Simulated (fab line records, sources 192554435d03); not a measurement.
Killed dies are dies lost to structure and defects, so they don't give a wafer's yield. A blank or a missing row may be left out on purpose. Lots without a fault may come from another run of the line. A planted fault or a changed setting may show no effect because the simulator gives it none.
Split-lot experiment | flow n5_finfet | 7 lots, 21 wafers read, on a route of 1938 steps

THE SPLIT
At N5_BEOL_M11_VIA_ETCH_34 (etches SiCOH lowk in C4F6/O2, target depth 184.5 nm, time 69.2 s), the setting time_s was moved away from the recipe's 69.2 s on 5 of the 21 wafers read, by -14.6% to +21.1%. The other wafers ran this setting at the recipe's value.

The reading is taken at the split's own step.

THE READING
SOC_of_BEOL_M11_COAT_63.thk_nm (the simulator's own value, which no gauge read), in nm, at N5_BEOL_M11_VIA_ETCH_34 (etches SiCOH lowk in C4F6/O2, target depth 184.5 nm, time 69.2 s). The file gives no usual value for it. The 16 wafers here that ran the recipe average 92.0 nm, standard deviation 0.27 nm.

wafer  | tool, chamber at the split | time_s as run, s | against the recipe | SOC_of_BEOL_M11_COAT_63.thk_nm, nm | against lot-mates on the recipe
L080.1 | rie_diel-03, 0             | 69.2             | recipe             | 91.8                               | -
L080.2 | rie_diel-03, 1             | 69.2             | recipe             | 92.2                               | -
L080.3 | rie_diel-03, 2             | 69.2             | recipe             | 92                                 | -
L082.2 | rie_diel-03, 0             | 69.2             | recipe             | 92                                 | -
L082.3 | rie_diel-03, 1             | 69.2             | recipe             | 92                                 | -
L082.6 | rie_diel-03, 1             | 69.2             | recipe             | 92.2                               | -
L085.4 | rie_diel-06, 0             | 62.2             | -10.1%             | 92.8                               | +0.4
L085.5 | rie_diel-06, 0             | 62.2             | -10.1%             | 92.4                               | +0.0
L085.6 | rie_diel-06, 3             | 69.2             | recipe             | 92.4                               | -
L088.1 | rie_diel-03, 3             | 69.2             | recipe             | 92                                 | -
L088.5 | rie_diel-03, 1             | 69.2             | recipe             | 91.6                               | -
L088.6 | rie_diel-03, 2             | 69.2             | recipe             | 92.4                               | -
L094.1 | rie_diel-02, 0             | 69.2             | recipe             | 92                                 | -
L094.2 | rie_diel-02, 2             | 83.82            | +21.1%             | 90                                 | -2.1
L094.5 | rie_diel-02, 1             | 69.2             | recipe             | 92.2                               | -
L097.3 | rie_diel-02, 3             | 59.09            | -14.6%             | 93.2                               | +1.0
L097.4 | rie_diel-02, 2             | 69.2             | recipe             | 92.2                               | -
L097.6 | rie_diel-02, 0             | 59.09            | -14.6%             | 93                                 | +0.8
L096.3 | rie_diel-03, 3             | 69.2             | recipe             | 91.6                               | -
L096.4 | rie_diel-03, 0             | 69.2             | recipe             | 91.6                               | -
L096.5 | rie_diel-03, 0             | 69.2             | recipe             | 91.6                               | -

THE FIT
A straight line over all 21 wafers: SOC_of_BEOL_M11_COAT_63.thk_nm changes by -0.0817 nm for each +1% of time_s; r = -0.91; the points scatter about the line by 0.27 nm.
The same after taking each lot's own level away (the mean of its wafers on the recipe; 21 wafers): -0.0717 nm for each +1%; r = -0.90; scatter 0.26 nm.
On that fit, the largest move of time_s shifts the reading by 1.5 nm.
The lots' own levels span 91.60 to 92.40 nm, that is 3.0 times the standard deviation above.
So the lot-to-lot level changes the slope: the two fits differ.
Check: with one of the wafers moved furthest among these (+21.1%) left out of the fit, the line predicts -1.04 nm for it against its lot-mates. It came out at -2.1 nm against them.

OTHER SPLITS ON THESE WAFERS
These wafers also went through other splits before the reading. Each is held against what the fit with the lots' levels taken away leaves over:
other split on the same wafers | wafers away from the commonest value | r with SOC_of_BEOL_M11_COAT_63.thk_nm (lot level and that fit taken away)
N5_BEOL_M10_DESCUM_16 time_s   | 8                                    | +0.43

THE WHOLE CHAIN: every reading that the file lists as answering this split, in the file's order
step                    | what it does                                                     | reading                                                                         | change (the file's fit)                | r (the file's)
N5_BEOL_M11_VIA_ETCH_34 | etches SiCOH lowk in C4F6/O2, target depth 184.5 nm, time 69.2 s | etch.depth_nm (the simulator's own value, which no gauge read)                  | +1.77 nm for each +1% of the setting   | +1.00
N5_BEOL_M11_VIA_ETCH_34 | etches SiCOH lowk in C4F6/O2, target depth 184.5 nm, time 69.2 s | SOC_of_BEOL_M11_COAT_63.thk_nm (the simulator's own value, which no gauge read) | -0.0781 nm for each +1% of the setting | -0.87

THE FILE'S OWN FIT
SOC_of_BEOL_M11_COAT_63.thk_nm changes by -0.0781 nm for each +1% of time_s, r = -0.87.
